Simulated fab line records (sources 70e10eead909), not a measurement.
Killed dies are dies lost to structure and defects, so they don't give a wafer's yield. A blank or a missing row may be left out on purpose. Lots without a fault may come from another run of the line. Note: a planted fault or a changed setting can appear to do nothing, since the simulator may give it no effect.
fab line records    flow nandHarc    part 2 of 2: steps 21 to 27 of 27
record lots=5  wafers=15  lastDay=34
route steps=1302 shown A_STAIRCASE@654
lots that met no fault: from a run of the same line without faults
startH: the number of hours between the record's first day and the start of the first shown wafer of the lot    waitH: time in hours since the lot's previous step    " identical to the entry in the row above    L1.1+2: several wafers, shown together as one row    - no value, or no start given    * or withheld: withheld    < > ~ a bound
route shown NAME@n: a module of which the file shows steps, and the number in the route of the first    usual: the fault-free wafers' mean and standard deviation    same: alike in all rows    chamber/n: place in a boat    sites: per-site readings    _std_site: standard deviation of those values    _edge_site: inner sites' mean taken away from outer sites' mean    radiusMm: how far each site lies from the wafer's centre    mask NAME#n: copy n    behind: the most recent tool/chamber to have shaped the wafer    hold: why the lot was held/for how many hours/how that ended    device: transistor that didn't switch, given as n, p or np    end of line: tests of these same wafers at the route's end    a step without rows: its recipe alone    killed: dies that structure and defects cost at the first sort, which is not the same as the wafer's yield    map: the dies of a wafer, with x for killed, . for not killed, _ for no die there
set.NAME: setting as actually run; set.NAME@STEP: the setting as run at that earlier step    model.NAME: the simulator's own value behind a step, which no gauge read
lots at selected steps of the route; one table per step, one row per wafer
services: when a tool's chamber went out of use (startH, in hours from the record's first day, below 0 if earlier), for how many hours, and the reason
## steps
# step NHARC_A_STAIRCASE_ETCH_19
# recipe targetDepthA=1000  timeS=40.5  ionEnergyEv=400  c4f8FlowSccm=20  o2FlowSccm=10  arFlowSccm=withheld  rfW=600  biasW=1000  chemistry=C4F8/O2
# usual oesProductAu=0.942/0.012  rfVppV=895/4.3
lot.wafer  tool        chamber  startH  waitH  oesProductAu  rfHoursCounterH  rfVppV
L083.2     rieDiel-08  3        -       -      0.933         23               900
L083.1     "           0        "       "      0.916         26               886
L083.5     "           3        "       "      0.929         -                901
L085.3     rieDiel-12  3        -       -      0.918         4                900
L085.2     "           2        "       "      0.938         2                900
L085.6     "           0        "       "      0.943         -                892
L086.2     rieDiel-08  2        -       -      0.953         30               899
L086.6     "           0        "       "      0.929         -                888
L086.5     "           1        "       "      0.960         -                891
L088.4     rieDiel-08  2        -       -      0.940         39               900
L088.2     "           3        "       "      0.962         39               901
L088.3     "           0        "       "      0.947         42               886
L097.3     rieDiel-12  1        -       -      0.926         49               890
L097.2     "           2        "       "      0.951         44               898
L097.6     "           2        "       "      0.952         -                898
# step NHARC_A_STAIRCASE_TRIM_20
# recipe timeS=211.2  o2FlowSccm=500  arFlowSccm=0  biasW=0  chemistry=O2
# usual drypumpMotorCurrentA=5.8/0.41  mfcArSccm=0.004/0.0091  oesProductAu=0.999/0.011  rfVppV=57.5/0.93  showerheadPlenumPTorr=3.47/0.1  throttleValvePct=17.037/0.0084
lot.wafer  tool        chamber  startH  waitH  drypumpMotorCurrentA  mfcArSccm  oesProductAu  rfHoursCounterH  rfVppV  showerheadPlenumPTorr  throttleValvePct
L083.2     rieDiel-07  2        452.10  0.1    6.0                   0.004      1.013         46               58.2    3.50                   17.029
L083.1     "           0        "       "      5.9                   0.032      0.984         38               57.5    3.48                   17.035
L083.5     "           3        "       "      4.8                   0          0.992         -                56.5    3.36                   17.045
L085.3     rieDiel-07  2        464.87  0.1    6.0                   0.004      1.011         50               58.3    3.50                   17.028
L085.2     "           3        "       "      4.9                   0          0.996         57               57.5    3.36                   17.024
L085.6     "           3        "       "      4.9                   0          0.997         -                56.9    3.36                   17.038
L086.2     rieDiel-12  0        470.44  0.1    5.8                   0          1.001         6                57.7    3.44                   17.054
L086.5     "           0        "       "      5.8                   0          1.000         -                59.0    3.44                   17.042
L086.6     "           1        "       "      5.6                   0          0.966         -                57.8    3.40                   17.045
L088.3     rieDiel-08  3        500.09  0.1    6.4                   0          1.003         39               57.9    3.65                   17.040
L088.2     "           0        "       "      5.8                   0          0.996         42               56.6    3.27                   17.054
L088.4     "           2        "       "      6.0                   0.026      0.999         39               58.7    3.60                   17.030
L097.3     rieDiel-12  0        600.60  0.1    5.8                   0          0.997         54               57.7    3.42                   17.032
L097.2     "           2        "       "      5.8                   0          1.005         44               58.8    3.58                   17.049
L097.6     "           1        "       "      5.6                   0          0.994         -                58.0    3.38                   17.037
# step NHARC_A_STAIRCASE_ETCH_21
# recipe targetDepthA=1000  timeS=40.5  ionEnergyEv=400  c4f8FlowSccm=20  o2FlowSccm=10  arFlowSccm=withheld  rfW=600  biasW=1000  chemistry=C4F8/O2
# usual oesProductAu=0.948/0.016  rfVppV=894/3.8
lot.wafer  tool        chamber  startH  waitH  oesProductAu  rfHoursCounterH  rfVppV
L083.2     rieDiel-07  0        -       -      0.980         38               895
L083.1     "           2        "       "      0.973         46               896
L083.5     "           0        "       "      0.966         -                894
L085.3     rieDiel-07  1        -       -      0.983         53               890
L085.2     "           2        "       "      0.974         50               894
L085.6     "           0        "       "      0.987         -                893
L086.2     rieDiel-12  1        -       -      0.930         6                893
L086.6     "           3        "       "      0.936         -                898
L086.5     "           0        "       "      0.950         -                892
L088.2     rieDiel-08  0        -       -      0.943         42               886
L088.4     "           2        "       "      0.947         39               898
L088.3     "           3        "       "      0.945         40               901
L097.3     rieDiel-12  0        -       -      0.938         54               892
L097.2     "           1        "       "      0.937         49               891
L097.6     "           1        "       "      0.942         -                890
# step NHARC_A_STAIRCASE_TRIM_22
# recipe timeS=211.2  o2FlowSccm=500  arFlowSccm=0  biasW=0  chemistry=O2
# usual drypumpMotorCurrentA=5.8/0.41  mfcArSccm=0.005/0.01  oesProductAu=0.999/0.011  rfVppV=57.7/0.83  showerheadPlenumPTorr=3.47/0.1  throttleValvePct=17.036/0.0091
lot.wafer  tool        chamber  startH  waitH  drypumpMotorCurrentA  mfcArSccm  oesProductAu  rfHoursCounterH  rfVppV  showerheadPlenumPTorr  throttleValvePct
L083.2     rieDiel-07  3        -       -      4.9                   0          0.992         50               58.4    3.36                   17.049
L083.1     "           0        "       "      5.9                   0.032      0.983         38               57.6    3.48                   17.035
L083.5     "           2        "       "      5.9                   0.004      0.993         -                56.7    3.50                   17.031
L085.3     rieDiel-07  3        -       -      4.9                   0          1.001         57               57.2    3.36                   17.034
L085.2     "           0        "       "      5.9                   0.032      0.992         45               56.9    3.48                   17.049
L085.6     "           2        "       "      5.9                   0.004      1.006         -                58.4    3.50                   17.032
L086.2     rieDiel-12  0        -       -      5.8                   0          1.011         6                57.3    3.44                   17.049
L086.6     "           3        "       "      6.0                   0          0.984         -                57.9    3.61                   17.023
L086.5     "           0        "       "      5.8                   0          0.998         -                57.6    3.44                   17.033
L088.3     rieDiel-08  2        -       -      5.9                   0.026      1.002         39               58.6    3.60                   17.052
L088.2     "           3        "       "      6.4                   0          1.011         40               57.6    3.65                   17.018
L088.4     "           0        "       "      5.8                   0          0.993         42               57.3    3.27                   17.029
L097.3     rieDiel-12  0        -       -      5.8                   0          0.991         54               57.7    3.42                   17.037
L097.2     "           1        "       "      5.6                   0          0.986         49               59.0    3.38                   17.015
L097.6     "           0        "       "      5.8                   0          0.993         -                59.9    3.42                   17.038
# step NHARC_A_STAIRCASE_ETCH_23
# recipe targetDepthA=1000  timeS=40.5  ionEnergyEv=400  c4f8FlowSccm=20  o2FlowSccm=10  arFlowSccm=withheld  rfW=600  biasW=1000  chemistry=C4F8/O2
# usual oesProductAu=0.946/0.013  rfVppV=894/3.8
lot.wafer  tool        chamber  startH  waitH  oesProductAu  rfHoursCounterH  rfVppV
L083.2     rieDiel-07  1        -       -      0.959         49               892
L083.1     "           3        "       "      0.939         50               889
L083.5     "           1        "       "      0.975         -                890
L085.3     rieDiel-07  2        -       -      0.959         51               893
L085.2     "           0        "       "      0.969         45               895
L085.6     "           2        "       "      0.961         -                895
L086.2     rieDiel-12  3        -       -      0.932         6                898
L086.6     "           0        "       "      0.930         -                894
L086.5     "           1        "       "      0.917         -                891
L088.2     rieDiel-08  0        -       -      0.950         42               886
L088.4     "           2        "       "      0.948         40               899
L088.3     "           3        "       "      0.941         40               900
L097.3     rieDiel-12  0        -       -      0.940         54               891
L097.2     "           3        "       "      0.931         48               898
L097.6     "           1        "       "      0.946         -                891
# step NHARC_A_STAIRCASE_TRIM_24
# recipe timeS=211.2  o2FlowSccm=500  arFlowSccm=0  biasW=0  chemistry=O2
# usual drypumpMotorCurrentA=5.8/0.41  mfcArSccm=0.004/0.0096  oesProductAu=0.999/0.012  rfVppV=57.6/0.98  showerheadPlenumPTorr=3.47/0.1  throttleValvePct=17.036/0.0085
lot.wafer  tool        chamber  startH  waitH  drypumpMotorCurrentA  mfcArSccm  oesProductAu  rfHoursCounterH  rfVppV  showerheadPlenumPTorr  throttleValvePct
L083.2     rieDiel-07  3        -       -      4.9                   0          0.995         50               57.3    3.36                   17.041
L083.1     "           0        "       "      5.9                   0.032      0.987         38               58.5    3.48                   17.041
L083.5     "           2        "       "      5.9                   0.004      1.000         -                56.7    3.50                   17.039
L085.3     rieDiel-07  1        -       -      6.3                   0          1.007         54               56.6    3.38                   17.024
L085.2     "           2        "       "      5.9                   0.004      1.021         51               58.8    3.50                   17.045
L085.6     "           1        "       "      6.3                   0          1.007         -                58.7    3.38                   17.043
L086.2     rieDiel-12  0        -       -      5.8                   0          1.003         6                56.0    3.44                   17.032
L086.6     "           0        "       "      5.8                   0          0.998         -                56.0    3.44                   17.036
L086.5     "           1        "       "      5.6                   0          0.991         -                57.4    3.40                   17.030
L088.3     rieDiel-08  2        -       -      5.9                   0.026      1.003         40               58.8    3.60                   17.033
L088.2     "           0        "       "      5.8                   0          0.980         42               57.2    3.27                   17.040
L088.4     "           1        "       "      5.4                   0.003      1.009         44               56.7    3.39                   17.046
L097.3     rieDiel-12  1        -       -      5.6                   0          0.983         49               58.1    3.38                   17.053
L097.2     "           2        "       "      5.8                   0          1.014         44               57.4    3.58                   17.038
L097.6     "           0        "       "      5.8                   0          1.001         -                58.7    3.41                   17.034
# step NHARC_A_STAIRCASE_ETCH_25
# recipe targetDepthA=1000  timeS=40.5  ionEnergyEv=400  c4f8FlowSccm=20  o2FlowSccm=10  arFlowSccm=withheld  rfW=600  biasW=1000  chemistry=C4F8/O2
# usual oesProductAu=0.942/0.012  rfVppV=894/3.7
lot.wafer  tool        chamber  startH  waitH  oesProductAu  rfHoursCounterH  rfVppV
L083.2     rieDiel-07  1        -       -      0.952         49               891
L083.1     "           2        "       "      0.941         46               895
L083.5     "           0        "       "      0.947         -                895
L085.3     rieDiel-07  0        -       -      0.962         45               894
L085.2     "           2        "       "      0.965         51               896
L085.6     "           0        "       "      0.962         -                895
L086.2     rieDiel-12  3        -       -      0.927         6                899
L086.6     "           0        "       "      0.927         -                893
L086.5     "           1        "       "      0.919         -                893
L088.2     rieDiel-08  0        -       -      0.948         42               886
L088.4     "           1        "       "      0.970         44               892
L088.3     "           2        "       "      0.935         40               898
L097.2     rieDiel-12  3        -       -      0.915         48               897
L097.3     "           0        "       "      0.937         54               891
L097.6     "           3        "       "      0.923         -                898
## services
tool           chamber  startH  hours  kind
rieDiel-08     0        428.52  -      clean
rieDiel-08     1        428.52  -      clean
rieDiel-08     2        428.52  -      clean
rieDiel-08     3        428.52  -      clean
rieDiel-08     0        431.78  2.8    repair
wetBench-05    -        436.87  8.0    pm
rieDiel-07     2        437.81  9.2    repair
krfScanner-02  -        438.00  4.0    pm
rieDiel-12     -        447.46  9.0    pm
lithoTrack-03  -        450.00  7.0    pm
rieDiel-07     -        471.34  9.0    pm
lithoTrack-05  -        474.00  7.0    pm
krfScanner-02  -        478.55  2.3    repair
rieDiel-08     0        481.63  3.7    repair
krfScanner-01  -        484.00  4.0    pm
rieDiel-08     -        488.25  0.8    repair
rieDiel-12     1        544.04  2.3    repair
rieDiel-08     -        544.88  9.0    pm
wetBench-06    -        545.60  8.0    pm
lithoTrack-02  -        577.00  7.0    pm
rieDiel-12     2        582.04  17.2   repair
rieDiel-08     3        590.36  5.6    repair
wetBench-02    -        596.00  8.0    pm
krfScanner-01  -        598.04  1.9    repair
